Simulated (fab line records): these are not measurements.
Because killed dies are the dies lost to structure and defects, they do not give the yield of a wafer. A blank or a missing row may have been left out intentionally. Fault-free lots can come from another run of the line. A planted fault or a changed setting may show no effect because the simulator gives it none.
A lot that was struck, set against a sound lot + flow n5 finfet + 41 out of 1938 route steps
Sound: these wafers, L263.1, L263.3, L263.6. Wafers L261.1, L261.2, L261.6 were the ones struck. The cause is named last.
Each step with rows lists, per side, the tool, then ch with its chambers, then its first start. Under that, the readings that differ: sound wafers + struck wafers + difference of the means + sigmas: that difference in standard deviations of wafers without a fault.
alike: readings whose means differ by less than 2 such deviations, and words and numbers that are the same on both sides. not compared: withheld readings, readings that some wafer has no value for, bounds like >300 that may hide the same value, and numbers for which the record gives no deviation and whose values overlap.
The two part at a step that has a row with sigmas, a row that says differs or no value, or rows on one side only. Numbers that have no deviation but don't overlap get no sigmas and don't part them. A reading missing from all wafers of one side parts the sides only when that side holds two or more wafers.

first, 11 steps without rows for these wafers: N5_BEOL_M0_SAQP_STRIP_113 (strips in CHF3/O2); N5_BEOL_M0_SAQP_MANDREL_ETCH_20 (etches a-Si in HBr/Cl2, stops on SiNx, target depth 60 nm, bt time 10 s, time 30 s); N5_BEOL_M0_SAQP_STRIP_86 (strips in N2/H2); N5_BEOL_M0_SAQP_STRIP_115 (strips in post etch residue remover, time 60 s); N5_BEOL_M0_SAQP_SRD_93 (time 30 s); N5_BEOL_M0_SAQP_RECESS_114 (chemistry HF/NH3, target SiO2, target depth 14.4 nm, afs cycles 3, sublimation time 60 s); N5_BEOL_M0_SAQP_SPACER1_ALD_98 (deposits SiO2, target thk 12.8 nm, pulse time 1 s, purge time 2 s); N5_BEOL_M0_SAQP_SPACER1_ETCHBACK_99 (etches SiO2 in CHF3/O2, target depth 15.4 nm, time 7.7 s); N5_BEOL_M0_SAQP_MANDREL1_REMOVE_100 (chemistry HBr/Cl2/O2, target a-Si, stops on SiNx, bt time 10 s); N5_BEOL_M0_SAQP_ETCH_101 (etches SiNx in CH3F/O2, target depth 29.9 nm, time 42.7 s); N5_BEOL_M0_SAQP_ETCH_102 (etches SiO2 in CF4, target depth 4 nm, time 4.4 s).
N5_BEOL_M0_SAQP_MANDREL_ETCH_103: etches a-Si in HBr/Cl2, stops on SiCN, target depth 45 nm, bt time 10 s, time 27 s.
  sound on rie si-06 ch 0,1,3, day 9 01:32; struck on rie si-01 ch 0,1, day 8 19:57
| reading                                         | sound             | struck               | difference | sigmas |
|-------------------------------------------------|-------------------|----------------------|------------|--------|
| oes product au (a.u.)                           | 0.689 0.699 0.676 | 0.540 0.536 0.553    | -0.145     | -13    |
| over etch frac                                  | 0.8 0.8 0.8       | 1.7597 1.7597 1.7597 | +0.9597    |        |
| model.SiCN_of_BEOL_M0_SAQP_PECVD_03.thk nm (nm) | 9 8.8 9           | 5.4 5.6 5.8          | -3.3       |        |
  alike: drypump motor current A, throttle valve pct
  not compared: rf hours counter h
then, 5 steps without rows for these wafers: N5_BEOL_M0_SAQP_RECESS_104 (chemistry HF/NH3, target SiO2, target depth 18 nm, afs cycles 3, sublimation time 60 s); N5_BEOL_M0_SAQP_COAT_105 (time 60 s, resist thk 100 nm); N5_BEOL_M0_SAQP_ETCH_106 (etches SOC in N2/H2, stops on SiNx, target depth 150 nm); N5_BEOL_M0_SAQP_ETCH_107 (etches SiNx in CH3F/O2, target depth 30 nm); N5_BEOL_M0_SAQP_STRIP_108 (strips in N2/H2).
N5_BEOL_M0_SAQP_RECESS_109: chemistry HF/NH3, target SiO2, target depth 3 nm, afs cycles 1, sublimation time 60 s.
  sound on vapor etch-01 ch 0,1, day 9 02:28; struck on vapor etch-01 ch 0,1, day 8 20:38
| reading                                         | sound       | struck    | difference | sigmas |
|-------------------------------------------------|-------------|-----------|------------|--------|
| model.SiCN_of_BEOL_M0_SAQP_PECVD_03.thk nm (nm) | 8.6 8.4 8.6 | 5 5.2 5.4 | -3         |        |
  alike: drypump motor current A
then, 19 steps without rows for these wafers: N5_BEOL_M0_SAQP_SPACER2_ALD_26 (deposits SiO2, target thk 15 nm, pulse time 1 s, purge time 2 s); N5_BEOL_M0_SAQP_SPACER2_ETCHBACK_27 (etches SiO2 in CHF3/O2, target depth 22.5 nm, time 11.25 s); N5_BEOL_M0_SAQP_MANDREL2_REMOVE_110 (chemistry HBr/Cl2/O2, target a-Si, stops on SiCN, bt time 10 s); N5_BEOL_M0_SAQP_COAT_69 (time 60 s, resist thk 90 nm); N5_BEOL_M0_SAQP_COAT_72 (time 60 s, resist thk 15 nm); N5_BEOL_M0_SAQP_COAT_87 (time 60 s, resist thk 5 nm); N5_BEOL_M0_SAQP_COAT_34 (resist thk 30 nm); N5_BEOL_M0_SAQP_EBR_36; N5_BEOL_M0_SAQP_SOFTBAKE_35 (time 60 s); N5_BEOL_M0_SAQP_EXPOSE_37 (exposes mask M0 CUT1, target cd 30 nm); N5_BEOL_M0_SAQP_PEB_38 (peb time 60 s); N5_BEOL_M0_SAQP_DEVELOP_39 (develop time 30 s); N5_BEOL_M0_SAQP_DESCUM_45 (chemistry O2, time 7 s); N5_BEOL_M0_SAQP_ETCH_88 (etches underlayer in N2/H2, target depth 6.5 nm, time 5.2 s); N5_BEOL_M0_SAQP_ETCH_73 (etches SiARC in CF4, target depth 19.5 nm, time 32.5 s); N5_BEOL_M0_SAQP_CUT_ETCH_46 (etches SOC in N2/H2, target depth 135 nm, overetch 27 nm, time 202.5 s); N5_BEOL_M0_SAQP_STRIP_74 (strips in N2/H2); N5_BEOL_M0_SAQP_STRIP_89 (strips in N2/H2); N5_BEOL_M0_SAQP_ALD_48 (deposits SiO2, target thk 20 nm, pulse time 1 s, co reactant pulse time 1 s).
N5_BEOL_M0_ETCH_138: etches SiCN in CH3F/O2, target depth 12 nm, time 31.6 s.
  sound on rie diel-05 ch 1,2,3, day 9 05:44; struck on rie diel-06 ch 0,1,3, day 9 01:16
| reading                  | sound             | struck            | difference | sigmas |
|--------------------------|-------------------|-------------------|------------|--------|
| etch rf on time s (s)    | 28.7 29.0 30.2    | 32.1 32.3 31.6    | +2.7       | +3     |
| model.etch.depth nm (nm) | 8.596 8.396 8.651 | 9.231 9.231 9.231 | +0.683     |        |
  alike: drypump motor current A, oes product au, rf vpp V, showerhead plenum p Torr, throttle valve pct
  not compared: rf hours counter h
N5_BEOL_M0_ETCH_128: etches SiCN in CF4/N2, target depth 12 nm, overetch 5.1 nm, time 21.4 s.
  sound on rie diel-05 ch 0,2,3, day 9 12:26; struck on rie diel-05 ch 0,1,3, day 9 05:49
| reading                  | sound             | struck   | difference | sigmas |
|--------------------------|-------------------|----------|------------|--------|
| model.etch.depth nm (nm) | 8.596 8.396 8.651 | 12 12 12 | +3         |        |
  alike: drypump motor current A, oes product au, rf vpp V, showerhead plenum p Torr, throttle valve pct
  not compared: rf hours counter h
-- a jump in the record: the struck wafers' starts before and after are 3 days apart (it breaks off in module BEOL_M0 and resumes in module BEOL_M4, where the first step shown is number 1111 of the route) --
N5_BEOL_M4_RC_MEAS_101:
  sound on prober-01 ch 0, day 11 19:15; struck on prober-02 ch 0, day 11 20:07
  alike: DIBL_N, DIBL_P, IOFF_N, IOFF_P, ION_N, ION_P, SS_N, SS_P, VT_N, VT_P
-- a jump in the record: the struck wafers' starts before and after are 5 days apart (it breaks off in module BEOL_M4 and resumes in module PASSIVATION, where the first step shown is number 1936 of the route) --
N5_PASSIVATION_PROBE_49:
  the record has rows for the struck wafers here (prober-02, day 17 06:20) and none for the sound ones

WHERE THEY PART
Earliest at N5_BEOL_M0_SAQP_MANDREL_ETCH_103; latest, in this record, at N5_PASSIVATION_PROBE_49.

WHY: whatever the simulator had introduced
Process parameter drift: rie si-01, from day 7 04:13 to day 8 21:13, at N5_BEOL_M0_SAQP_MANDREL_ETCH_103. A move of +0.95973 in setting over etch frac, from 0.8. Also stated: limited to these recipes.
